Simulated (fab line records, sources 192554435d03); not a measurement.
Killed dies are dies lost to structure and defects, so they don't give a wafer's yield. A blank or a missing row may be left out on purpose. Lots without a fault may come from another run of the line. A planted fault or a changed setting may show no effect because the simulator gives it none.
fab line records | flow n5_finfet
record lots=6 wafers=18 last_day=17
route steps=1938 shown HKMG_FIN@423 BEOL_M4@1111
lots that met no fault: from a run of the same line without faults
start_h: hours from the record's first day to the start of the lot's first wafer shown | wait_h: hours since the lot's step before | " the same as in the row above | L1.1+2: a row that stands for several wafers | - no value, or no start given | * or withheld: withheld | < > ~ a bound
route shown NAME@n: a module of which the file shows steps, and the number in the route of the first | usual: mean/standard deviation of fault-free wafers | same: alike in all rows | chamber/n: place in a boat | sites: the reading at each site | _std_site: their standard deviation | _edge_site: outer sites' mean less inner sites' | radius_mm: how far each site lies from the wafer's centre | mask NAME#n: copy n | behind: the tool/chamber that last shaped the wafer | hold: why the lot was held/for how many hours/how that ended | device: the transistor (n, p or np) that didn't switch | end of line: the same wafers' tests at the end of the route | a step without rows: its recipe alone | killed: dies lost to structure and defects at the first sort, not the wafer's yield | map: a wafer's dies, x killed, . not, _ none there
set.NAME: the setting as run; set.NAME@STEP: as run at that earlier step | model.NAME: the simulator's own value behind a step, which no gauge read
lots at some steps of the route; a table a step, a row a wafer
services: from which hour (start_h, from the record's first day; less than 0 if before it) a tool's chamber was out of use, for how many hours, and why
## steps
# step N5_HKMG_FIN_COAT_30
# recipe resist=SiARC temp_c=220 time_s=60 spin_rpm=1500 resist_thk_nm=35
# step N5_HKMG_FIN_COAT_06
# recipe resist=CAR-ArF spin_rpm=1500 resist_thk_nm=90
# step N5_HKMG_FIN_EBR_08
# recipe solvent=PGMEA ebr_width_mm=1.5
# step N5_HKMG_FIN_SOFTBAKE_07
# recipe temp_c=110 time_s=60 resist=CAR-ArF
# step N5_HKMG_FIN_EXPOSE_09
# recipe mask_id=NWFM na=1.35 source_shape=conventional sigma_outer=0.8 polarization=unpolarized dose_mj=39.25
# step N5_HKMG_FIN_PEB_10
# recipe peb_temp_c=withheld peb_time_s=60 resist=CAR-ArF
# step N5_HKMG_FIN_DEVELOP_11
# recipe develop_time_s=30 developer=TMAH resist=CAR-ArF dev_temp_c=23 rinse_liquid=diw dry=air_spin
# step N5_HKMG_FIN_CD_MEAS_12
# recipe target_cd_nm=92.8 landing_energy_ev=500 detector=se_inlens
# usual cd_nm=93.0/0.62
# columns lot.wafer tool chamber start_h wait_h cd_nm
L177.2 cd_sem-02 0 117.05 - 93.1
L177.3 " 0 " " 93.3
L177.4 " 0 " " 92.8
L179.1 cd_sem-01 0 131.24 - 93.2
L179.3 " 0 " " 93.2
L179.6 " 0 " " 92.1
L187.1 cd_sem-03 0 177.83 - 93.6
L187.4 " 0 " " 92.5
L187.6 " 0 " " 92.4
L188.1 cd_sem-03 0 183.59 - 92.9
L188.2 " 0 " " 93.4
L188.3 " 0 " " 93.3
L190.2 cd_sem-01 0 195.95 - 93.3
L190.3 " 0 " " 92.3
L190.5 " 0 " " 92.2
L192.2 cd_sem-03 0 210.53 - 92.5
L192.4 " 0 " " 92.8
L192.6 " 0 " " 92.4
# step N5_HKMG_FIN_OVL_MEAS_13
# recipe points_per_wafer=44
# usual NWFM_OVL=-0.5/0.84
# columns lot.wafer tool chamber start_h wait_h NWFM_OVL[nm]
L177.2 overlay-02 0 117.08 0.0 0.4
L177.3 " 0 " " -0.2
L177.4 " 0 " " -0.3
L179.1 overlay-02 0 131.27 0.0 -0.8
L179.3 " 0 " " -1.2
L179.6 " 0 " " -0.9
L187.1 overlay-02 0 177.86 0.0 -0.5
L187.4 " 0 " " -0.7
L187.6 " 0 " " -0.2
L188.1 overlay-01 0 183.62 0.0 -0.1
L188.2 " 0 " " -1.8
L188.3 " 0 " " 0.1
L190.2 overlay-02 0 195.98 0.0 -0.6
L190.3 " 0 " " -0.4
L190.5 " 0 " " -1.2
L192.2 overlay-01 0 210.56 0.0 -0.7
L192.4 " 0 " " 0.1
L192.6 " 0 " " -1.5
# step N5_HKMG_FIN_INSPECT_14
# recipe mode=adi inspect_instrument=macro
# usual raw_defect_count=2.2/1.4
# columns lot.wafer tool chamber start_h wait_h raw_defect_count
L177.2 defect_inspect-01 - 117.11 0.0 5
L177.3 " - " " 2
L177.4 " - " " 2
L179.1 defect_inspect-01 - 131.30 0.0 1
L179.3 " - " " 1
L179.6 " - " " 2
L187.1 defect_inspect-01 - 177.89 0.0 1
L187.4 " - " " 3
L187.6 " - " " 2
L188.1 defect_inspect-01 - 183.64 0.0 1
L188.2 " - " " 2
L188.3 " - " " 1
L190.2 defect_inspect-02 - 196.01 0.0 3
L190.3 " - " " 2
L190.5 " - " " 0
L192.2 defect_inspect-01 - 210.59 0.0 4
L192.4 " - " " 2
L192.6 " - " " 2
# step N5_HKMG_FIN_DESCUM_17
# recipe chemistry=O2 time_s=7.9 source_power_w=50 bias_power_w=20 pressure_mtorr=20 rf_frequency_hz=2.712e+07 temp_c=40 resist=CAR-ArF o2_flow_sccm=225
# usual drypump_motor_current_A=5.8/0.47 oes_product_au=0.78/0.066 rf_vpp_V=242.9/1.4 showerhead_plenum_p_Torr=2.07/0.07 throttle_valve_pct=20.54/0.17
# columns lot.wafer tool chamber start_h wait_h drypump_motor_current_A oes_product_au rf_hours_counter_h rf_vpp_V showerhead_plenum_p_Torr throttle_valve_pct
L177.2 rie_diel-05 0 117.14 0.0 5.8 0.76 158 241.8 2.09 20.79
L177.3 " 1 " " 6.1 0.75 174 241.0 1.98 20.57
L177.4 " 3 " " 5.4 0.77 145 243.5 2.10 20.48
L179.1 rie_diel-05 0 131.33 0.0 5.8 0.75 164 243.2 2.09 20.79
L179.3 " 1 " " 6.1 0.76 181 242.6 1.98 20.57
L179.6 " 1 " " 6.1 0.76 - 242.3 1.98 20.59
L187.1 rie_diel-05 0 177.92 0.0 5.8 0.73 181 244.6 2.09 20.81
L187.4 " 2 " " 6.5 0.80 127 245.1 2.10 20.35
L187.6 " 3 " " 5.4 0.76 - 243.6 2.09 20.51
L188.1 rie_diel-05 0 183.68 0.0 5.7 0.72 183 243.5 2.08 20.81
L188.2 " 3 " " 5.4 0.76 168 242.9 2.09 20.52
L188.3 " 2 " " 6.5 0.80 129 244.0 2.10 20.32
L190.2 rie_diel-04 1 196.24 0.2 5.8 0.84 51 244.8 2.12 20.61
L190.3 " 1 " " 5.8 0.85 - 243.6 2.12 20.62
L190.5 " 2 " " 4.8 0.70 - 242.5 2.16 20.55
L192.2 rie_diel-06 3 210.62 0.0 5.1 0.90 23 242.6 2.06 20.33
L192.4 " 1 " " 5.6 0.72 - 240.5 1.92 20.77
L192.6 " 2 " " 5.6 0.90 - 243.0 2.14 20.28
# step N5_HKMG_FIN_ETCH_31
# recipe chemistry=CF4 target=SiARC target_depth_a=455 mask_material=CAR-ArF time_s=75.8 ion_energy_ev=80 pressure_mtorr=40 source_w=545 bias_w=36 Ar_flow_sccm=100 cf4_flow_sccm=100 ends=cleared
# usual drypump_motor_current_A=5.8/0.47 etch_rf_on_time_s=74.6/2.3 oes_product_au=0.67/0.058 rf_fwd_power_W=538.6/2.5 rf_vpp_V=183.8/1.2 showerhead_plenum_p_Torr=2.11/0.066 throttle_valve_pct=15.69/0.19
# columns lot.wafer tool chamber start_h wait_h drypump_motor_current_A etch_rf_on_time_s oes_product_au rf_fwd_power_W rf_hours_counter_h rf_vpp_V showerhead_plenum_p_Torr throttle_valve_pct
L177.2 rie_diel-05 0 117.18 0.0 5.7 76.9 0.65 537.8 158 183.9 2.12 15.86
L177.3 " 1 " " 6.1 71.7 0.65 535.5 174 182.0 2.04 15.89
L177.4 " 3 " " 5.4 71.8 0.68 540.9 145 183.5 2.13 15.56
L179.1 rie_diel-05 0 131.37 0.0 5.8 77.8 0.64 536.9 164 184.2 2.12 15.85
L179.3 " 1 " " 6.1 72.1 0.65 536.3 181 183.2 2.03 15.90
L179.6 " 1 " " 6.1 72.6 0.65 536.7 - 183.7 2.03 15.90
L187.1 rie_diel-05 0 177.96 0.0 5.7 77.0 0.62 538.4 182 183.8 2.12 15.88
L187.4 " 2 " " 6.5 74.8 0.69 534.1 127 183.5 2.14 15.49
L187.6 " 3 " " 5.4 72.5 0.66 540.0 - 183.7 2.13 15.58
L188.1 rie_diel-05 0 183.71 0.0 5.7 76.5 0.63 535.4 183 184.1 2.12 15.89
L188.2 " 3 " " 5.4 71.8 0.65 543.6 168 183.5 2.13 15.59
L188.3 " 2 " " 6.5 74.1 0.68 539.1 129 183.8 2.14 15.53
L190.2 rie_diel-04 1 196.29 0.0 5.8 75.5 0.74 537.8 51 184.8 2.18 15.80
L190.3 " 1 " " 5.8 76.0 0.73 538.7 - 183.5 2.18 15.79
L190.5 " 2 " " 4.9 80.5 0.59 541.5 - 184.5 2.21 15.73
L192.2 rie_diel-06 3 210.65 0.0 5.1 74.4 0.76 540.1 23 183.5 2.09 15.37
L192.4 " 1 " " 5.6 75.7 0.62 541.5 - 182.6 1.97 15.85
L192.6 " 2 " " 5.6 73.3 0.76 542.3 - 183.9 2.17 15.35
# step N5_HKMG_FIN_ETCH_32
# recipe chemistry=N2/H2 target=SOC target_depth_a=2400 temp_c=40 time_s=300 ion_energy_ev=200 mask_material=SiARC pressure_mtorr=30 source_w=840 bias_w=150 n2_flow_sccm=200 h2_flow_sccm=200
# usual drypump_motor_current_A=5.8/0.48 oes_product_au=0.78/0.068 rf_fwd_power_W=838.1/2.5 rf_vpp_V=523.1/2.6 showerhead_plenum_p_Torr=2.51/0.084 throttle_valve_pct=17.92/0.23
# columns lot.wafer tool chamber start_h wait_h drypump_motor_current_A oes_product_au rf_fwd_power_W rf_hours_counter_h rf_vpp_V showerhead_plenum_p_Torr throttle_valve_pct model.HKMG_FIN.feature_depth_nm model.etch.depth_nm model.SiARC_of_HKMG_FIN_COAT_30.thk_nm
L177.2 rie_diel-05 0 117.23 0.0 5.8 0.75 840.6 158 524.9 2.54 18.23 235.2 235.1 21.4
L177.3 " 1 " " 6.1 0.76 838.4 174 519.3 2.42 18.05 249.8 249.7 20.8
L177.4 " 3 " " 5.4 0.81 837.5 145 524.3 2.52 17.64 255.2 255.2 20
L179.1 rie_diel-05 0 131.42 0.0 5.8 0.75 838.4 164 524.7 2.54 18.24 236 236.1 21.4
L179.3 " 1 " " 6.2 0.76 835.3 181 519.8 2.42 18.05 247 247.1 21.2
L179.6 " 1 " " 6.1 0.75 838.2 - 521.1 2.42 18.07 249.2 249.2 21.2
L187.1 rie_diel-05 0 178.01 0.0 5.7 0.82 1037.6 182 488.4 2.53 18.28 278.4 278.4 19.6
L187.4 " 2 " " 6.5 0.80 838.2 128 524.4 2.56 17.78 244 243.9 20.4
L187.6 " 3 " " 5.4 0.77 838.0 - 524.1 2.51 17.68 251 251 20.2
L188.1 rie_diel-05 0 183.77 0.0 5.8 0.82 1039.4 184 486.2 2.53 18.28 281 281 19.4
L188.2 " 3 " " 5.4 0.77 843.5 168 523.4 2.51 17.67 252.2 252.3 19.8
L188.3 " 2 " " 6.5 0.81 833.2 129 524.2 2.56 17.78 247.6 247.6 20.2
L190.2 rie_diel-04 1 196.37 0.1 5.8 0.86 838.6 51 526.4 2.58 18.05 239.8 239.8 21.6
L190.3 " 1 " " 5.8 0.85 841.3 - 524.0 2.58 18.05 238.4 238.3 21.8
L190.5 " 2 " " 4.9 0.68 834.7 - 527.1 2.62 17.88 227.6 227.7 21.8
L192.2 rie_diel-06 3 210.71 0.0 5.1 0.90 834.4 23 522.4 2.49 17.70 247 246.9 20.6
L192.4 " 1 " " 5.6 0.73 838.6 - 516.9 2.31 17.93 242 242 21.2
L192.6 " 2 " " 5.6 0.89 839.0 - 525.6 2.57 17.46 248.8 248.9 20.6
# step N5_HKMG_FIN_STRIP_33
# recipe chemistry=N2/H2 temp_c=40 n2_flow_sccm=200 h2_flow_sccm=200 rf_frequency_hz=6e+07
# step N5_BEOL_M4_RC_MEAS_101
# usual DIBL_N=35.9/1.9 DIBL_P=35.8/2.4 IOFF_N=0.15/0.031 IOFF_P=0.21/0.037 ION_N=672/13 ION_P=462/8.3 SS_N=71.5/0.72 SS_P=73.2/0.67 VT_N=250/3.4 VT_P=-250/3.4
# columns lot.wafer tool chamber start_h wait_h DIBL_N[mV/V] DIBL_P[mV/V] IOFF_N[nA/um] IOFF_P[nA/um] ION_N[uA/um] ION_P[uA/um] SS_N[mV/dec] SS_P[mV/dec] VT_N[mV] VT_P[mV]
L177.2 prober-02 0 203.16 0.2 35.0 35.6 0.13 0.20 659 458 71.2 72.7 254 -251
L177.3 " 0 " " 34.3 34.7 0.13 0.19 657 462 70.4 72.9 252 -251
L177.4 " 0 " " 38.3 39.3 0.21 0.27 690 473 71.4 74.4 245 -247
L179.1 prober-02 0 220.45 0.0 37.5 36.5 0.15 0.21 667 460 71.7 73.7 253 -251
L179.3 " 0 " " 34.5 33.5 0.11 0.18 659 462 70.8 72.1 256 -251
L179.6 " 0 " " 36.7 35.5 0.14 0.20 666 460 71.6 72.9 251 -251
L187.1 prober-02 0 260.98 0.0 39.3 38.9 0.20 0.26 675 465 72.4 74.0 245 -247
L187.4 " 0 " " 38.9 37.3 0.19 0.23 681 461 73.0 74.1 247 -250
L187.6 " 0 " " 37.5 36.9 0.16 0.23 676 470 72.7 74.3 249 -248
L188.1 prober-01 0 286.81 0.0 36.6 36.6 0.16 0.20 692 476 71.8 73.1 249 -251
L188.2 " 0 " " 39.5 39.0 0.20 0.24 691 469 72.5 74.2 249 -248
L188.3 " 0 " " 37.1 36.9 0.15 0.21 673 461 71.7 73.8 251 -250
L190.2 prober-01 0 295.96 0.2 35.3 34.8 0.16 0.20 683 466 70.5 72.8 247 -248
L190.3 " 0 " " 32.0 31.7 0.10 0.16 664 462 69.9 71.9 256 -253
L190.5 " 0 " " 33.2 32.1 0.12 0.17 672 469 69.5 72.0 253 -249
L192.2 prober-01 0 310.18 0.2 36.0 36.0 0.15 0.20 682 470 71.4 74.1 248 -252
L192.4 " 0 " " 35.6 35.8 0.14 0.19 671 460 71.7 73.4 251 -253
L192.6 " 0 " " 37.9 39.3 0.19 0.25 694 471 72.8 74.7 248 -248
## services
# columns tool chamber start_h hours kind
rie_diel-05 1 93.73 1.5 repair
rie_diel-06 3 112.52 - clean
rie_diel-06 3 112.52 - consumable_replace:focus_ring
rie_diel-06 3 112.52 19.5 scheduled_down
rie_diel-06 3 112.52 19.5 vent_cycle
rie_diel-05 - 130.49 0.3 repair
rie_diel-04 0 167.03 32.6 repair
rie_diel-04 3 191.39 5.6 repair
rie_diel-06 0 204.57 - clean
rie_diel-06 0 204.57 - consumable_replace:focus_ring
rie_diel-06 0 204.57 14.5 scheduled_down
rie_diel-06 0 204.57 14.5 vent_cycle
## key
first_sign step=N5_HKMG_FIN_ETCH_32 reading=rf_fwd_power_W direction=up sigmas=80 usual=* struck=*
effect step=N5_HKMG_FIN_ETCH_32 reading=rf_vpp_V direction=down sigmas=14 usual=523.1 struck=487.3
model_effect step=N5_HKMG_FIN_ETCH_32 value=HKMG_FIN.feature_depth_nm without=234.3 struck=279.7
met_at N5_HKMG_FIN_ETCH_32
struck_wafers L187.1,L188.1
onset_between 131.42 178.01
fault kind=process_parameter_drift tool=rie_diel-05 chamber=0 onset_h=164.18 steps=N5_HKMG_FIN_ETCH_32 channel=source_w offset=201.6 shape=step end_h=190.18 acts_in=these_recipes_only stated=840
